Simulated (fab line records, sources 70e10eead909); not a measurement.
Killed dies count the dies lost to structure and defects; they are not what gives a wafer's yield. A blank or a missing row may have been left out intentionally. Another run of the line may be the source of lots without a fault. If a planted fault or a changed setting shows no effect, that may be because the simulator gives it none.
Chamber matching | flow nand_harc | NHARC_A_STAIRCASE_DEP_471 on pecvd-04: 3 sister chambers
The step deposits SiO2, target thk 100 nm. 6 wafers are shown with their chamber, then 9 later ones without.

## EACH WAFER AND ITS CHAMBER
wafer  | chamber | throttle_valve_pct (%) | heater_power_w (W)
L085.5 | 0       | 16.2                   | 615
L086.2 | 1       | 15.5                   | 644
L086.5 | 1       | 15.2                   | 641
L089.1 | 0       | 16.4                   | 591
L089.2 | 2       | 16.2                   | 507
L089.6 | 2       | 16.4                   | 511

## WAFERS WHOSE CHAMBER IS MISSING
wafer  | throttle_valve_pct (%) | heater_power_w (W)
L088.2 | 16.5                   | 541
L088.4 | 15.5                   | 626
L088.5 | 16.4                   | 538
L091.2 | 16.7                   | 569
L091.3 | 16.4                   | 640
L091.4 | 15.4                   | 536
L097.2 | 16.2                   | 525
L097.3 | 16.1                   | 530
L097.4 | 15.3                   | 545

## CHAMBER TAKEN BY EACH
wafer  | from the rows above     | in truth
L088.2 | 2                       | 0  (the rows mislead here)
L088.4 | 1                       | 1
L088.5 | 2                       | 2
L091.2 | 0                       | 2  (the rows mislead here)
L091.3 | 0                       | 0
L091.4 | 2                       | 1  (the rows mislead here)
L097.2 | 2                       | 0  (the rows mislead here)
L097.3 | 2                       | 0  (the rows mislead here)
L097.4 | can't be placed: 2 or 0 | 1
Correctly placed: 3 of 9. Can't be placed from these rows: 1 (the true chamber is among the candidates in 0). Number placed wrongly: 5.
How it was worked out, from the rows above alone: a wafer's distance from a chamber is the root of the sum, over the readings, of the square of ((its reading less the chamber's mean) divided by the reading's scatter). The wafer belongs to the nearest chamber; if the next one is less than 2 further off, it can't be placed. Each chamber's mean is taken over the wafers shown for it. The scatter: take each reading less its chamber's mean, square it, sum over the shown wafers, divide by the number of wafers less the number of chambers, and take the root.
